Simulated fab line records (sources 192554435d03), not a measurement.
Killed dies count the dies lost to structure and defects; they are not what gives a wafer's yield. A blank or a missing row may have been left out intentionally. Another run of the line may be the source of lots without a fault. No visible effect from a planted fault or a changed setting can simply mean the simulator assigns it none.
Chamber matching || flow n5-finfet || 3 sister chambers for N5_BEOL_M15_ILD_DEP_00 on pecvd-04
The step deposits SiO2 from TEOS/O2, target thk 1629.3 nm, time 346.1 s. 22 wafers are shown with their chamber, then 11 later ones without.

## EACH WAFER AND ITS CHAMBER
{"wafer": "L074.1", "chamber": 1, "throttle-valve-pct (%)": 20.4, "showerhead-plenum-p-Torr (Torr)": 8.38, "heater-power-w (W)": 589}
{"wafer": "L074.2", "chamber": 2, "throttle-valve-pct (%)": 18.3, "showerhead-plenum-p-Torr (Torr)": 8.36, "heater-power-w (W)": 492}
{"wafer": "L074.3", "chamber": 0, "throttle-valve-pct (%)": 17.4, "showerhead-plenum-p-Torr (Torr)": 8.36, "heater-power-w (W)": 503}
{"wafer": "L078.2", "chamber": 0, "throttle-valve-pct (%)": 17.2, "showerhead-plenum-p-Torr (Torr)": 8.33, "heater-power-w (W)": 482}
{"wafer": "L078.4", "chamber": 2, "throttle-valve-pct (%)": 18.4, "showerhead-plenum-p-Torr (Torr)": 8.37, "heater-power-w (W)": 545}
{"wafer": "L078.6", "chamber": 1, "throttle-valve-pct (%)": 20.3, "showerhead-plenum-p-Torr (Torr)": 8.40, "heater-power-w (W)": 463}
{"wafer": "L082.1", "chamber": 0, "throttle-valve-pct (%)": 17.7, "showerhead-plenum-p-Torr (Torr)": 8.37, "heater-power-w (W)": 529}
{"wafer": "L082.5", "chamber": 2, "throttle-valve-pct (%)": 18.1, "showerhead-plenum-p-Torr (Torr)": 8.38, "heater-power-w (W)": 409}
{"wafer": "L082.6", "chamber": 0, "throttle-valve-pct (%)": 17.4, "showerhead-plenum-p-Torr (Torr)": 8.36, "heater-power-w (W)": 397}
{"wafer": "L083.2", "chamber": 1, "throttle-valve-pct (%)": 20.6, "showerhead-plenum-p-Torr (Torr)": 8.38, "heater-power-w (W)": 577}
{"wafer": "L083.3", "chamber": 0, "throttle-valve-pct (%)": 17.6, "showerhead-plenum-p-Torr (Torr)": 8.34, "heater-power-w (W)": 433}
{"wafer": "L083.4", "chamber": 0, "throttle-valve-pct (%)": 17.5, "showerhead-plenum-p-Torr (Torr)": 8.34, "heater-power-w (W)": 514}
{"wafer": "L086.1", "chamber": 1, "throttle-valve-pct (%)": 20.4, "showerhead-plenum-p-Torr (Torr)": 8.40, "heater-power-w (W)": 603}
{"wafer": "L086.3", "chamber": 2, "throttle-valve-pct (%)": 18.8, "showerhead-plenum-p-Torr (Torr)": 8.35, "heater-power-w (W)": 481}
{"wafer": "L086.4", "chamber": 1, "throttle-valve-pct (%)": 20.5, "showerhead-plenum-p-Torr (Torr)": 8.39, "heater-power-w (W)": 469}
{"wafer": "L084.1", "chamber": 0, "throttle-valve-pct (%)": 17.6, "showerhead-plenum-p-Torr (Torr)": 8.34, "heater-power-w (W)": 416}
{"wafer": "L084.2", "chamber": 2, "throttle-valve-pct (%)": 18.5, "showerhead-plenum-p-Torr (Torr)": 8.36, "heater-power-w (W)": 542}
{"wafer": "L084.4", "chamber": 2, "throttle-valve-pct (%)": 18.8, "showerhead-plenum-p-Torr (Torr)": 8.38, "heater-power-w (W)": 397}
{"wafer": "L087.3", "chamber": 1, "throttle-valve-pct (%)": 20.4, "showerhead-plenum-p-Torr (Torr)": 8.39, "heater-power-w (W)": 478}
{"wafer": "L087.5", "chamber": 1, "throttle-valve-pct (%)": 20.4, "showerhead-plenum-p-Torr (Torr)": 8.40, "heater-power-w (W)": 585}
{"wafer": "L087.6", "chamber": 0, "throttle-valve-pct (%)": 17.8, "showerhead-plenum-p-Torr (Torr)": 8.36, "heater-power-w (W)": 393}
{"wafer": "L090.1", "chamber": 0, "throttle-valve-pct (%)": 17.6, "showerhead-plenum-p-Torr (Torr)": 8.37, "heater-power-w (W)": 476}

SIGNATURES, as means of the wafers listed above
{"reading": "throttle-valve-pct", "chamber 0": 17.533, "chamber 1": 20.429, "chamber 2": 18.483, "scatter within a chamber": 0.192}
{"reading": "showerhead-plenum-p-Torr", "chamber 0": 8.3522, "chamber 1": 8.3914, "chamber 2": 8.3667, "scatter within a chamber": 0.0125}
{"reading": "heater-power-w", "chamber 0": 460.33, "chamber 1": 537.71, "chamber 2": 477.67, "scatter within a chamber": 59}
Rule: a wafer's distance from a chamber is the root of the sum, over the readings, of the square of ((its reading less the chamber's mean) divided by the reading's scatter). The wafer belongs to the nearest chamber; if the next one is less than 2 further off, it can't be placed. The scatter: the root of (the sum of the squares of (reading less its chamber's mean) over the shown wafers, divided by (wafers less chambers)).

## WAFERS MISSING THEIR CHAMBER
{"wafer": "L090.2", "throttle-valve-pct (%)": 18.7, "showerhead-plenum-p-Torr (Torr)": 8.38, "heater-power-w (W)": 519}
{"wafer": "L090.3", "throttle-valve-pct (%)": 20.8, "showerhead-plenum-p-Torr (Torr)": 8.40, "heater-power-w (W)": 571}
{"wafer": "L090.4", "throttle-valve-pct (%)": 20.4, "showerhead-plenum-p-Torr (Torr)": 8.36, "heater-power-w (W)": 471}
{"wafer": "L090.5", "throttle-valve-pct (%)": 17.6, "showerhead-plenum-p-Torr (Torr)": 8.36, "heater-power-w (W)": 404}
{"wafer": "L090.6", "throttle-valve-pct (%)": 18.4, "showerhead-plenum-p-Torr (Torr)": 8.35, "heater-power-w (W)": 406}
{"wafer": "L092.2", "throttle-valve-pct (%)": 20.5, "showerhead-plenum-p-Torr (Torr)": 8.39, "heater-power-w (W)": 622}
{"wafer": "L092.4", "throttle-valve-pct (%)": 18.7, "showerhead-plenum-p-Torr (Torr)": 8.38, "heater-power-w (W)": 419}
{"wafer": "L092.5", "throttle-valve-pct (%)": 20.6, "showerhead-plenum-p-Torr (Torr)": 8.36, "heater-power-w (W)": 458}
{"wafer": "L094.2", "throttle-valve-pct (%)": 17.8, "showerhead-plenum-p-Torr (Torr)": 8.35, "heater-power-w (W)": 542}
{"wafer": "L094.4", "throttle-valve-pct (%)": 18.4, "showerhead-plenum-p-Torr (Torr)": 8.38, "heater-power-w (W)": 535}
{"wafer": "L094.5", "throttle-valve-pct (%)": 18.7, "showerhead-plenum-p-Torr (Torr)": 8.38, "heater-power-w (W)": 419}

## WHICH CHAMBER EACH ONE RAN IN
{"wafer": "L090.2", "from the rows above": 2, "in truth": 2}
{"wafer": "L090.3", "from the rows above": 1, "in truth": 1}
{"wafer": "L090.4", "from the rows above": 1, "in truth": 1}
{"wafer": "L090.5", "from the rows above": 0, "in truth": 0}
{"wafer": "L090.6", "from the rows above": 2, "in truth": 2}
{"wafer": "L092.2", "from the rows above": 1, "in truth": 1}
{"wafer": "L092.4", "from the rows above": 2, "in truth": 2}
{"wafer": "L092.5", "from the rows above": 1, "in truth": 1}
{"wafer": "L094.2", "from the rows above": "can't be placed: 0 or 2", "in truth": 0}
{"wafer": "L094.4", "from the rows above": 2, "in truth": 2}
{"wafer": "L094.5", "from the rows above": 2, "in truth": 2}
10 of 11 placed correctly. Unplaceable from these rows: 1, with the true chamber sitting among the candidates in 1. Placed wrongly: 0.
